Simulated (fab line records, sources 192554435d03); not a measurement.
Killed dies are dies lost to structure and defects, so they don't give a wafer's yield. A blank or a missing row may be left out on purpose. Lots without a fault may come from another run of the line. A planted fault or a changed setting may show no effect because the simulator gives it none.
fab line records | flow n5_finfet
record lots=24 wafers=72 last_day=18
route steps=1938 shown BEOL_M13@1669 BEOL_M14@1747
lots that met no fault: from a run of the same line without faults
start_h: hours from the record's first day to the start of the lot's first wafer shown | wait_h: hours since the lot's step before | " the same as in the row above | L1.1+2: a row that stands for several wafers | - no value, or no start given | * or withheld: withheld | < > ~ a bound
route shown NAME@n: a module of which the file shows steps, and the number in the route of the first | usual: mean/standard deviation of fault-free wafers | same: alike in all rows | chamber/n: place in a boat | sites: the reading at each site | _std_site: their standard deviation | _edge_site: outer sites' mean less inner sites' | radius_mm: how far each site lies from the wafer's centre | mask NAME#n: copy n | behind: the tool/chamber that last shaped the wafer | hold: why the lot was held/for how many hours/how that ended | device: the transistor (n, p or np) that didn't switch | end of line: the same wafers' tests at the end of the route | a step without rows: its recipe alone | killed: dies lost to structure and defects at the first sort, not the wafer's yield | map: a wafer's dies, x killed, . not, _ none there
set.NAME: the setting as run; set.NAME@STEP: as run at that earlier step | model.NAME: the simulator's own value behind a step, which no gauge read
steps of the route over a sample of lots; a table a step, a row a wafer
services: from which hour (start_h, from the record's first day; less than 0 if before it) a tool's chamber was out of use, for how many hours, and why
## steps
# step N5_BEOL_M13_CD_MEAS_10
# recipe target_cd_nm=190 landing_energy_ev=500 detector=se_inlens polarity=opening
# usual cd_nm=189.2/1.4
# columns lot.wafer tool chamber start_h wait_h cd_nm
L074.2 cd_sem-02 0 252.09 - 188.3
L074.5 " 0 " " 190.0
L074.6 " 0 " " 189.7
L076.3 cd_sem-01 0 264.10 - 189.7
L076.5 " 0 " " 189.9
L076.6 " 0 " " 190.2
L075.1 cd_sem-01 0 264.59 - 187.9
L075.2 " 0 " " 189.6
L075.6 " 0 " " 190.6
L077.1 cd_sem-02 0 265.50 - 190.0
L077.3 " 0 " " 189.0
L077.6 " 0 " " 189.3
L080.3 cd_sem-01 0 271.53 - 190.0
L080.4 " 0 " " 186.8
L080.5 " 0 " " 190.6
L078.1 cd_sem-03 0 272.25 - 188.3
L078.2 " 0 " " 186.7
L078.6 " 0 " " 186.6
L079.1 cd_sem-02 0 272.72 - 188.0
L079.4 " 0 " " 189.8
L079.5 " 0 " " 188.3
L081.1 cd_sem-02 0 302.94 - 190.3
L081.2 " 0 " " 190.5
L081.5 " 0 " " 190.7
L084.1 cd_sem-03 0 304.29 - 189.0
L084.3 " 0 " " 191.0
L084.5 " 0 " " 188.2
L082.2 cd_sem-02 0 309.32 - 192.2
L082.5 " 0 " " 190.7
L082.6 " 0 " " 190.2
L083.2 cd_sem-02 0 312.14 - 190.8
L083.4 " 0 " " 190.0
L083.6 " 0 " " 191.0
L086.3 cd_sem-01 0 337.08 - 187.6
L086.5 " 0 " " 189.1
L086.6 " 0 " " 187.8
L087.2 cd_sem-02 0 339.57 - 187.8
L087.4 " 0 " " 188.1
L087.5 " 0 " " 188.2
L088.2 cd_sem-01 0 339.81 - 190.1
L088.3 " 0 " " 187.7
L088.6 " 0 " " 188.9
L085.3 cd_sem-02 0 342.68 - 188.6
L085.4 " 0 " " 189.5
L085.5 " 0 " " 188.4
L090.1 cd_sem-03 0 344.14 - 189.2
L090.2 " 0 " " 186.1
L090.3 " 0 " " 191.2
L089.1 cd_sem-03 0 351.37 - 187.4
L089.3 " 0 " " 188.5
L089.4 " 0 " " 189.7
L092.2 cd_sem-01 0 353.95 - 187.4
L092.4 " 0 " " 188.7
L092.5 " 0 " " 188.5
L091.2 cd_sem-03 0 362.03 - 188.3
L091.4 " 0 " " 190.7
L091.6 " 0 " " 190.9
L094.3 cd_sem-01 0 374.95 - 187.5
L094.4 " 0 " " 187.4
L094.6 " 0 " " 188.0
L095.4 cd_sem-02 0 376.48 - 190.3
L095.5 " 0 " " 189.5
L095.6 " 0 " " 189.4
L093.2 cd_sem-01 0 380.94 - 188.2
L093.3 " 0 " " 185.4
L093.4 " 0 " " 190.3
L096.2 cd_sem-03 0 390.83 - 188.9
L096.3 " 0 " " 187.3
L096.5 " 0 " " 189.4
L097.1 cd_sem-03 0 408.13 - 188.8
L097.4 " 0 " " 190.6
L097.5 " 0 " " 189.5
# step N5_BEOL_M13_ETCH_67
# recipe chemistry=CF4 target=SiARC target_depth_a=1430 time_s=238.3 ion_energy_ev=80 pressure_mtorr=40 source_w=545 bias_w=36 Ar_flow_sccm=100 cf4_flow_sccm=100 ends=cleared
# usual drypump_motor_current_A=5.7/0.6 etch_rf_on_time_s=240/4.2 oes_product_au=0.67/0.077 rf_vpp_V=183.7/1.1 showerhead_plenum_p_Torr=2.11/0.068 throttle_valve_pct=15.51/0.25
# columns lot.wafer tool chamber start_h wait_h drypump_motor_current_A etch_rf_on_time_s oes_product_au rf_hours_counter_h rf_vpp_V showerhead_plenum_p_Torr throttle_valve_pct
L074.2 rie_diel-03 2 253.28 0.0 5.6 240 0.61 226 184.2 2.11 15.87
L074.5 " 2 " " 5.6 242 0.61 - 184.2 2.11 15.89
L074.6 " 1 " " 6.3 239 0.58 - 184.5 2.19 15.47
L076.3 rie_diel-03 3 265.18 0.0 5.8 240 0.64 122 183.3 2.15 15.42
L076.5 " 2 " " 5.6 243 0.60 - 182.9 2.11 15.90
L076.6 " 3 " " 5.8 242 0.64 - 184.3 2.15 15.40
L075.1 rie_diel-03 2 265.73 0.0 5.7 242 0.61 231 183.4 2.11 15.91
L075.2 " 0 " " 5.1 234 0.82 4 182.3 2.12 15.53
L075.6 " 0 " " 5.1 238 0.81 - 184.0 2.12 15.53
L077.1 rie_diel-04 2 266.57 0.0 5.1 241 0.63 174 185.8 2.13 15.29
L077.3 " 3 " " 6.2 237 0.61 229 183.6 2.12 15.67
L077.6 " 2 " " 5.2 243 0.62 - 183.8 2.13 15.29
L080.3 rie_diel-02 1 272.73 0.0 6.6 242 0.57 230 184.9 2.19 15.89
L080.4 " 0 " " 5.8 245 0.58 249 186.1 2.21 16.29
L080.5 " 2 " " 4.6 232 0.77 - 183.0 2.20 15.50
L078.1 rie_diel-02 1 273.31 0.0 6.6 242 0.57 230 185.0 2.19 15.87
L078.2 " 2 " " 4.6 233 0.77 30 184.0 2.20 15.49
L078.6 " 0 " " 5.7 245 0.58 - 185.1 2.21 16.31
L079.1 rie_diel-04 2 274.65 0.0 5.1 242 0.61 177 183.6 2.13 15.30
L079.4 " 3 " " 6.2 238 0.60 231 183.8 2.12 15.67
L079.5 " 2 " " 5.1 244 0.61 - 184.4 2.13 15.28
L081.1 rie_diel-03 0 304.13 0.0 5.1 240 0.79 9 184.4 2.12 15.53
L081.2 " 3 " " 5.8 238 0.65 131 182.7 2.15 15.43
L081.5 " 2 " " 5.6 241 0.60 - 184.9 2.11 15.93
L084.1 rie_diel-04 3 305.47 0.0 6.2 238 0.60 240 185.6 2.12 15.70
L084.3 " 2 " " 5.2 243 0.61 185 184.7 2.12 15.33
L084.5 " 1 " " 5.3 239 0.68 - 182.8 2.06 15.28
L082.2 rie_diel-04 3 310.85 0.0 6.2 239 0.60 241 184.6 2.12 15.70
L082.5 " 3 " " 6.2 241 0.59 - 185.6 2.12 15.70
L082.6 " 2 " " 5.1 247 0.60 - 184.1 2.12 15.33
L083.2 rie_diel-04 0 313.37 0.0 5.8 238 0.62 170 181.8 1.97 15.67
L083.4 " 3 " " 6.3 238 0.59 242 183.7 2.12 15.71
L083.6 " 0 " " 5.8 239 0.62 - 182.4 1.97 15.66
L086.3 rie_diel-02 0 338.34 0.0 5.7 240 0.79 15 183.5 2.20 15.82
L086.5 " 2 " " 4.6 236 0.73 - 185.1 2.19 15.55
L086.6 " 0 " " 5.7 241 0.79 - 183.8 2.20 15.83
L087.2 rie_diel-02 3 340.68 0.0 6.6 236 0.69 98 183.1 2.08 15.30
L087.4 " 3 " " 6.6 237 0.69 - 184.1 2.08 15.28
L087.5 " 0 " " 5.7 242 0.79 - 184.6 2.20 15.81
L088.2 rie_diel-02 0 341.22 0.0 5.7 237 0.79 17 185.1 2.20 15.83
L088.3 " 2 " " 4.6 231 0.73 52 184.6 2.19 15.57
L088.6 " 0 " " 5.7 238 0.79 - 185.2 2.20 15.83
L085.3 rie_diel-04 1 343.75 0.0 5.3 242 0.66 133 182.7 2.06 15.28
L085.4 " 1 " " 5.3 241 0.65 - 183.0 2.06 15.30
L085.5 " 0 " " 5.9 237 0.61 - 182.2 1.96 15.67
L090.1 rie_diel-03 3 345.21 0.0 5.8 241 0.63 146 183.2 2.14 15.46
L090.2 " 1 " " 6.3 234 0.76 22 184.3 2.18 15.04
L090.3 " 0 " " 5.1 233 0.79 15 181.2 2.12 15.57
L089.1 rie_diel-04 0 352.96 0.0 5.9 234 0.61 181 182.3 1.96 15.69
L089.3 " 1 " " 5.3 238 0.66 136 183.4 2.05 15.31
L089.4 " 2 " " 5.1 243 0.60 - 182.2 2.12 15.35
L092.2 rie_diel-04 3 355.14 0.0 6.3 244 0.84 0 183.8 2.11 15.26
L092.4 " 2 " " 5.1 245 0.60 202 182.9 2.12 15.35
L092.5 " 3 " " 6.3 242 0.83 - 182.9 2.11 15.23
L091.2 rie_diel-04 0 363.46 0.0 5.9 238 0.61 185 181.6 1.96 15.70
L091.4 " 3 " " 6.2 243 0.82 3 183.0 2.11 15.25
L091.6 " 2 " " 5.2 248 0.59 - 184.4 2.12 15.36
L094.3 rie_diel-04 3 376.21 0.0 6.2 246 0.79 8 184.9 2.11 15.25
L094.4 " 1 " " 5.3 245 0.65 144 183.1 2.05 15.33
L094.6 " 0 " " 5.9 245 0.60 - 182.2 1.96 15.70
L095.4 rie_diel-04 1 378.04 0.0 5.3 244 0.65 144 183.4 2.05 15.34
L095.5 " 1 " " 5.3 244 0.65 - 183.7 2.05 15.32
L095.6 " 2 " " 5.1 246 0.59 - 183.2 2.11 15.37
L093.2 rie_diel-02 2 382.13 0.0 4.7 237 0.72 62 184.2 2.19 15.58
L093.3 " 1 " " 6.6 239 0.80 10 183.5 2.18 15.47
L093.4 " 3 " " 6.6 238 0.67 109 183.8 2.08 15.32
L096.2 rie_diel-02 2 392.15 0.0 4.6 235 0.71 66 184.4 2.18 15.59
L096.3 " 3 " " 6.6 237 0.68 112 182.7 2.08 15.30
L096.5 " 1 " " 6.6 238 0.78 - 185.2 2.18 15.48
L097.1 rie_diel-02 1 409.32 0.0 6.6 236 0.78 19 184.3 2.18 15.48
L097.4 " 2 " " 4.7 235 0.71 71 184.2 2.18 15.60
L097.5 " 3 " " 6.6 235 0.68 - 182.0 2.08 15.33
# step N5_BEOL_M13_SPUTTER_43
# recipe material=TaN target_thk_a=150 temp_c=50 bias_v=168.6 power_w=15000 chamber_pressure_pa=0.12 time_s=24.19
# usual throttle_valve_pct=29.7/0.82
# columns lot.wafer tool chamber start_h wait_h throttle_valve_pct
L074.2 pvd_sputter-02 - 256.05 0.0 28.8
L074.5 " - " " 29.3
L074.6 " - " " 30.5
L076.3 pvd_sputter-02 - 275.21 0.0 29.6
L076.5 " - " " 29.4
L076.6 " - " " 30.7
L075.1 pvd_sputter-01 - 276.55 0.0 29.6
L075.2 " - " " 29.5
L075.6 " - " " 28.1
L077.1 pvd_sputter-01 - 277.35 0.0 29.5
L077.3 " - " " 29.6
L077.6 " - " " 30.3
L080.3 pvd_sputter-01 - 277.83 0.0 29.6
L080.4 " - " " 29.7
L080.5 " - " " 30.2
L078.1 pvd_sputter-03 - 278.50 0.0 31.0
L078.2 " - " " 30.8
L078.6 " - " " 30.5
L079.1 pvd_sputter-02 - 279.87 0.0 29.2
L079.4 " - " " 29.4
L079.5 " - " " 30.9
L081.1 pvd_sputter-03 - 310.79 0.0 31.2
L081.2 " - " " 30.8
L081.5 " - " " 30.9
L084.1 pvd_sputter-01 - 311.28 0.0 29.4
L084.3 " - " " 30.5
L084.5 " - " " 29.3
L082.2 pvd_sputter-01 - 312.92 0.0 29.6
L082.5 " - " " 30.3
L082.6 " - " " 28.2
L083.2 pvd_sputter-01 - 314.33 0.0 29.4
L083.4 " - " " 29.4
L083.6 " - " " 29.6
L086.3 pvd_sputter-01 - 341.56 0.0 28.2
L086.5 " - " " 28.1
L086.6 " - " " 30.2
L087.2 pvd_sputter-02 - 343.36 0.0 29.0
L087.4 " - " " 30.8
L087.5 " - " " 29.3
L088.2 pvd_sputter-02 - 343.71 0.0 29.1
L088.3 " - " " 30.1
L088.6 " - " " 29.4
L090.1 pvd_sputter-01 - 349.03 0.0 27.9
L090.2 " - " " 29.4
L090.3 " - " " 29.3
L085.3 pvd_sputter-02 - 349.58 0.0 29.5
L085.4 " - " " 29.0
L085.5 " - " " 29.2
L089.1 pvd_sputter-02 - 355.67 0.0 28.9
L089.3 " - " " 30.4
L089.4 " - " " 29.7
L092.2 pvd_sputter-01 - 356.65 0.0 30.1
L092.4 " - " " 29.5
L092.5 " - " " 28.1
L091.2 pvd_sputter-03 - 367.75 0.0 30.9
L091.4 " - " " 31.0
L091.6 " - " " 30.7
L094.3 pvd_sputter-02 - 378.15 0.0 29.1
L094.4 " - " " 29.5
L094.6 " - " " 28.8
L095.4 pvd_sputter-01 - 380.72 0.0 28.1
L095.5 " - " " 30.4
L095.6 " - " " 29.3
L093.2 pvd_sputter-01 - 384.11 0.0 29.6
L093.3 " - " " 29.5
L093.4 " - " " 30.4
L096.2 pvd_sputter-03 - 393.34 0.0 30.1
L096.3 " - " " 30.8
L096.5 " - " " 30.9
L097.1 pvd_sputter-02 - 410.32 0.0 29.0
L097.4 " - " " 29.4
L097.5 " - " " 28.9
# step N5_BEOL_M13_CMP_49
# recipe stop_on=SiOC t_overpolish_s=17.1 down_force_psi=1 platen_rpm=50 clearing_platen_down_force_psi=1.5 clearing_platen_rpm=50 post_cmp_clean=cu_alkaline target_thk_nm=420 clearing_platen_pad_velocity_m_s=0.99484 pad_velocity_m_s=0.99484
# usual barrier_field_endpoint_s=30.0/0.83 motor_current_A=6.3/0.56 overpolish_run_s=17.099/0.0093
# columns lot.wafer tool chamber start_h wait_h barrier_field_endpoint_s motor_current_A overpolish_run_s
L074.2 cmp-04 1 257.22 0.3 29.1 5.5 17.118
L074.6 " 3 " " 30.1 7.1 17.085
L074.5 " 0 " " 30.0 6.5 17.106
L076.3 cmp-04 2 275.95 0.2 30.1 6.2 17.108
L076.6 " 2 " " 30.3 6.5 17.098
L076.5 " 3 " " 30.6 7.1 17.088
L075.2 cmp-04 1 277.32 0.2 29.6 5.1 17.096
L075.1 " 3 " " 30.4 6.9 17.108
L075.6 " 0 " " 30.9 6.7 17.103
L077.1 cmp-01 2 279.84 0.3 28.3 6.8 17.108
L077.3 " 1 " " 29.8 6.4 17.104
L077.6 " 3 " " 29.8 6.7 17.087
L080.4 cmp-01 0 281.47 0.2 31.4 5.3 17.107
L080.3 " 1 " " 31.2 6.3 17.108
L080.5 " 2 " " 30.2 6.6 17.098
L078.2 cmp-04 3 282.01 0.3 30.4 7.1 17.100
L078.1 " 0 " " 31.0 6.5 17.098
L078.6 " 2 " " 30.6 6.7 17.100
L079.4 cmp-04 1 282.76 0.1 28.5 5.5 17.084
L079.1 " 3 " " 29.6 7.2 17.088
L079.5 " 1 " " 28.5 5.5 17.104
L081.2 cmp-01 1 311.52 0.2 29.6 6.4 17.116
L081.1 " 0 " " 30.5 5.1 17.103
L081.5 " 1 " " 30.0 6.7 17.105
L084.3 cmp-01 0 314.14 0.2 30.4 5.3 17.097
L084.1 " 2 " " 28.9 6.3 17.085
L084.5 " 1 " " 28.9 6.5 17.099
L082.2 cmp-03 3 314.83 0.2 31.5 6.6 17.090
L082.6 " 2 " " 30.8 6.2 17.106
L082.5 " 3 " " 31.0 7.0 17.112
L083.2 cmp-01 3 316.61 0.3 30.6 7.0 17.102
L083.4 " 0 " " 31.2 4.9 17.101
L083.6 " 1 " " 29.9 6.6 17.100
L086.3 cmp-01 1 342.30 0.2 30.3 6.3 17.090
L086.5 " 1 " " 30.0 6.7 17.085
L086.6 " 2 " " 28.5 6.5 17.089
L087.4 cmp-04 2 344.15 0.2 30.1 6.3 17.100
L087.2 " 3 " " 30.3 7.0 17.089
L087.5 " 2 " " 30.3 6.6 17.124
L088.3 cmp-03 2 344.46 0.2 31.3 6.2 17.099
L088.2 " 1 " " 29.7 6.6 17.101
L088.6 " 2 " " 31.8 6.2 17.103
L090.1 cmp-04 3 349.81 0.3 30.6 7.0 17.097
L090.2 " 0 " " 29.5 6.8 17.081
L090.3 " 1 " " 29.8 5.5 17.101
L085.4 cmp-03 1 350.33 0.1 29.6 6.6 17.101
L085.3 " 3 " " 31.5 7.2 17.099
L085.5 " 2 " " 31.3 6.1 17.107
L089.4 cmp-03 2 357.58 0.1 30.9 6.0 17.086
L089.3 " 0 " " 29.9 6.1 17.098
L089.1 " 1 " " 29.9 6.7 17.097
L092.2 cmp-03 2 359.63 0.2 29.8 6.0 17.105
L092.4 " 0 " " 29.2 5.8 17.103
L092.5 " 2 " " 29.2 6.2 17.094
L091.4 cmp-04 1 370.84 0.2 28.7 5.7 17.088
L091.2 " 2 " " 29.8 6.6 17.102
L091.6 " 0 " " 30.3 6.6 17.096
L094.3 cmp-01 3 382.38 0.2 29.6 7.3 17.089
L094.4 " 1 " " 29.9 6.2 17.116
L094.6 " 3 " " 29.7 7.0 17.095
L095.4 cmp-01 3 385.19 0.2 29.7 6.7 17.097
L095.6 " 0 " " 30.0 5.1 17.104
L095.5 " 1 " " 29.2 6.1 17.091
L093.3 cmp-01 1 386.33 0.2 28.1 6.5 17.111
L093.4 " 3 " " 29.7 6.7 17.106
L093.2 " 0 " " 29.6 5.4 17.091
L096.3 cmp-03 0 394.08 0.2 31.0 5.8 17.098
L096.2 " 2 " " 31.1 6.4 17.109
L096.5 " 1 " " 30.1 6.6 17.098
L097.1 cmp-03 2 411.58 0.5 30.8 6.0 17.096
L097.4 " 3 " " 30.8 6.6 17.118
L097.5 " 3 " " 31.2 6.6 17.098
# step N5_BEOL_M14_OVL_MEAS_29
# recipe points_per_wafer=44
# usual M14_OVL=-1/4.8
# columns lot.wafer tool chamber start_h wait_h M14_OVL[nm]
L074.2 overlay-01 0 259.01 0.0 4
L074.5 " 0 " " 4
L074.6 " 0 " " 2
L076.3 overlay-01 0 279.43 0.0 0
L076.5 " 0 " " -9
L076.6 " 0 " " -5
L075.1 overlay-02 0 279.96 0.0 0
L075.2 " 0 " " -4
L075.6 " 0 " " -3
L077.1 overlay-02 0 282.37 0.0 -5
L077.3 " 0 " " -8
L077.6 " 0 " " -8
L080.3 overlay-02 0 284.58 0.0 0
L080.4 " 0 " " -4
L080.5 " 0 " " 0
L078.1 overlay-01 0 285.39 0.0 3
L078.2 " 0 " " 4
L078.6 " 0 " " 0
L079.1 overlay-01 0 285.86 0.0 3
L079.4 " 0 " " -6
L079.5 " 0 " " 0
L081.1 overlay-02 0 313.52 0.0 -10
L081.2 " 0 " " -8
L081.5 " 0 " " -8
L084.1 overlay-02 0 316.01 0.0 -2
L084.3 " 0 " " 1
L084.5 " 0 " " 0
L082.2 overlay-02 0 316.69 0.0 -1
L082.5 " 0 " " 3
L082.6 " 0 " " -5
L083.2 overlay-01 0 318.96 0.0 3
L083.4 " 0 " " -1
L083.6 " 0 " " -7
L086.3 overlay-02 0 344.16 0.0 -1
L086.5 " 0 " " 2
L086.6 " 0 " " -4
L087.2 overlay-02 0 346.19 0.0 1
L087.4 " 0 " " -5
L087.5 " 0 " " -4
L088.2 overlay-01 0 346.46 0.0 1
L088.3 " 0 " " 2
L088.6 " 0 " " -4
L090.1 overlay-01 0 351.76 0.0 1
L090.2 " 0 " " -4
L090.3 " 0 " " 3
L085.3 overlay-02 0 352.40 0.0 -3
L085.4 " 0 " " -13
L085.5 " 0 " " -2
L089.1 overlay-02 0 359.56 0.0 -5
L089.3 " 0 " " -7
L089.4 " 0 " " 0
L092.2 overlay-01 0 361.55 0.0 1
L092.4 " 0 " " 2
L092.5 " 0 " " 1
L091.2 overlay-01 0 372.87 0.0 13
L091.4 " 0 " " 9
L091.6 " 0 " " 8
L094.3 overlay-01 0 384.34 0.0 -2
L094.4 " 0 " " 3
L094.6 " 0 " " 1
L095.4 overlay-02 0 387.52 0.0 -4
L095.5 " 0 " " -3
L095.6 " 0 " " -3
L093.2 overlay-02 0 388.78 0.0 0
L093.3 " 0 " " 8
L093.4 " 0 " " 0
L096.2 overlay-02 0 396.21 0.0 10
L096.3 " 0 " " -6
L096.5 " 0 " " -2
L097.1 overlay-01 0 413.66 0.0 1
L097.4 " 0 " " 0
L097.5 " 0 " " 3
# step N5_BEOL_M14_TRENCH_ETCH_34
# recipe chemistry=C4F8/O2/Ar target=SiO2 target_depth_a=5566.5 mask_material=SOC he_inner_torr=15 he_outer_torr=30 time_s=126.9 ion_energy_ev=800 pressure_mtorr=20 source_w=1905 bias_w=2040 Ar_flow_sccm=400 C4F8_flow_sccm=16 O2_flow_sccm=12
# usual drypump_motor_current_A=5.8/0.6 oes_product_au=0.79/0.089 rf_vpp_V=2204/31 showerhead_plenum_p_Torr=3.40/0.12 throttle_valve_pct=30.75/0.24
# columns lot.wafer tool chamber start_h wait_h drypump_motor_current_A oes_product_au rf_hours_counter_h rf_vpp_V showerhead_plenum_p_Torr throttle_valve_pct
L074.2 rie_diel-01 2 259.54 0.0 6.7 0.73 201 2231 3.40 30.68
L074.5 " 0 " " 6.2 0.91 - 2221 3.64 30.56
L074.6 " 3 " " 5.9 0.95 - 2179 3.50 30.48
L076.3 rie_diel-06 0 280.10 0.0 6.4 0.71 194 2156 3.28 31.06
L076.5 " 3 " " 4.8 0.75 - 2174 3.29 30.79
L076.6 " 2 " " 5.3 0.79 - 2244 3.31 30.55
L075.1 rie_diel-06 2 281.15 0.0 5.3 0.79 99 2243 3.31 30.54
L075.2 " 1 " " 5.8 0.88 25 2206 3.48 30.42
L075.6 " 2 " " 5.3 0.79 - 2244 3.31 30.55
L077.1 rie_diel-06 3 283.46 0.0 4.8 0.75 175 2173 3.29 30.80
L077.3 " 2 " " 5.2 0.80 100 2243 3.31 30.55
L077.6 " 3 " " 4.8 0.75 - 2173 3.29 30.80
L080.3 rie_diel-06 0 286.37 0.0 6.4 0.71 198 2157 3.28 31.07
L080.4 " 3 " " 4.8 0.74 177 2174 3.29 30.80
L080.5 " 0 " " 6.5 0.70 - 2157 3.28 31.09
L078.1 rie_diel-06 3 286.99 0.0 4.8 0.74 177 2172 3.29 30.79
L078.2 " 1 " " 5.8 0.87 28 2205 3.48 30.43
L078.6 " 0 " " 6.4 0.70 - 2156 3.28 31.07
L079.1 rie_diel-06 2 287.97 0.0 5.3 0.79 103 2243 3.31 30.55
L079.4 " 3 " " 4.8 0.74 178 2173 3.29 30.81
L079.5 " 2 " " 5.3 0.79 - 2244 3.31 30.55
L081.1 rie_diel-01 3 314.18 0.0 5.9 0.91 33 2177 3.48 30.52
L081.2 " 2 " " 6.7 0.72 220 2230 3.39 30.69
L081.5 " 0 " " 6.2 0.89 - 2220 3.63 30.58
L084.1 rie_diel-01 0 316.67 0.0 6.2 0.88 56 2220 3.63 30.57
L084.3 " 3 " " 5.9 0.91 35 2176 3.48 30.52
L084.5 " 0 " " 6.2 0.88 - 2219 3.63 30.56
L082.2 rie_diel-05 1 317.59 0.0 6.0 0.79 116 2211 3.33 31.08
L082.5 " 2 " " 5.6 0.75 - 2219 3.45 31.01
L082.6 " 0 " " 5.3 0.95 - 2252 3.48 30.41
L083.2 rie_diel-01 0 319.48 0.0 6.2 0.88 57 2221 3.63 30.59
L083.4 " 3 " " 5.9 0.90 37 2179 3.48 30.53
L083.6 " 3 " " 5.9 0.90 - 2176 3.48 30.53
L086.3 rie_diel-05 2 344.68 0.0 5.6 0.74 181 2217 3.44 31.03
L086.5 " 3 " " 6.7 1.01 - 2200 3.65 30.70
L086.6 " 2 " " 5.6 0.74 - 2217 3.44 31.03
L087.2 rie_diel-05 1 347.01 0.0 6.0 0.79 129 2209 3.32 31.10
L087.4 " 0 " " 5.2 0.91 23 2252 3.47 30.45
L087.5 " 1 " " 6.0 0.79 - 2212 3.32 31.11
L088.2 rie_diel-01 3 347.42 0.0 5.9 0.89 46 2178 3.48 30.54
L088.3 " 0 " " 6.2 0.86 67 2221 3.62 30.58
L088.6 " 1 " " 5.3 0.69 - 2228 3.37 31.03
L090.1 rie_diel-05 2 352.48 0.0 5.6 0.73 184 2218 3.44 31.01
L090.2 " 0 " " 5.3 0.90 25 2254 3.47 30.42
L090.3 " 3 " " 6.7 0.99 3 2199 3.64 30.72
L085.3 rie_diel-06 0 353.04 0.0 6.4 0.69 221 2155 3.27 31.08
L085.4 " 3 " " 4.8 0.73 199 2173 3.28 30.82
L085.5 " 2 " " 5.3 0.77 - 2244 3.30 30.58
L089.1 rie_diel-06 1 360.10 0.0 5.8 0.83 55 2203 3.46 30.46
L089.3 " 0 " " 6.5 0.69 223 2155 3.27 31.09
L089.4 " 3 " " 4.8 0.71 201 2173 3.28 30.82
L092.2 rie_diel-06 0 362.07 0.0 6.5 0.68 224 2155 3.27 31.09
L092.4 " 3 " " 4.8 0.72 202 2173 3.28 30.84
L092.5 " 0 " " 6.4 0.68 - 2155 3.27 31.09
L091.2 rie_diel-01 2 373.39 0.0 6.7 0.70 242 2228 3.38 30.72
L091.4 " 3 " " 5.9 0.87 56 2177 3.47 30.53
L091.6 " 1 " " 5.3 0.67 - 2229 3.37 31.03
L094.3 rie_diel-06 2 384.87 0.0 5.3 0.75 138 2240 3.30 30.58
L094.4 " 1 " " 5.8 0.83 62 2203 3.46 30.47
L094.6 " 3 " " 4.8 0.72 - 2171 3.27 30.82
L095.4 rie_diel-05 1 388.64 0.0 5.9 0.78 138 2210 3.32 31.12
L095.5 " 3 " " 6.7 0.94 - 2199 3.64 30.72
L095.6 " 0 " " 5.3 0.87 - 2252 3.46 30.44
L093.2 rie_diel-01 0 389.50 0.0 6.2 0.86 80 2218 3.62 30.59
L093.3 " 3 " " 5.9 0.87 61 2174 3.47 30.55
L093.4 " 1 " " 5.3 0.67 245 2228 3.36 31.03
L096.2 rie_diel-06 2 396.73 0.0 5.3 0.74 143 2242 3.29 30.56
L096.3 " 1 " " 5.8 0.81 67 2202 3.46 30.47
L096.5 " 3 " " 4.8 0.70 - 2171 3.27 30.81
L097.1 rie_diel-06 1 414.38 0.0 5.8 0.81 73 2203 3.45 30.48
L097.4 " 0 " " 6.4 0.67 244 2155 3.26 31.12
L097.5 " 0 " " 6.4 0.67 - 2154 3.26 31.11
## services
# columns tool chamber start_h hours kind
cmp-04 - 234.55 4.6 pm
rie_diel-05 - 236.83 0.2 repair
rie_diel-02 0 238.33 5.8 repair
cmp-03 - 238.57 4.0 pm
rie_diel-06 2 241.76 6.5 repair
rie_diel-01 1 255.42 3.4 repair
cmp-01 - 263.32 4.0 pm
rie_diel-01 2 270.68 4.7 repair
cmp-01 - 271.26 0.5 repair
rie_diel-03 - 271.55 14.6 pm
cmp-01 - 273.23 6.1 pm
rie_diel-05 - 273.86 14.6 pm
rie_diel-05 3 314.94 11.0 repair
rie_diel-03 0 318.78 21.1 repair
rie_diel-04 0 319.25 5.6 repair
rie_diel-06 3 333.55 2.8 repair
rie_diel-06 - 334.62 0.7 repair
cmp-01 - 338.09 1.4 repair
cmp-04 - 339.24 4.0 pm
rie_diel-05 1 355.36 13.1 repair
pvd_sputter-02 - 357.48 4.6 repair
rie_diel-05 3 397.26 7.3 repair
rie_diel-04 0 408.04 3.4 repair
rie_diel-04 2 410.08 2.7 repair
## key
fault none
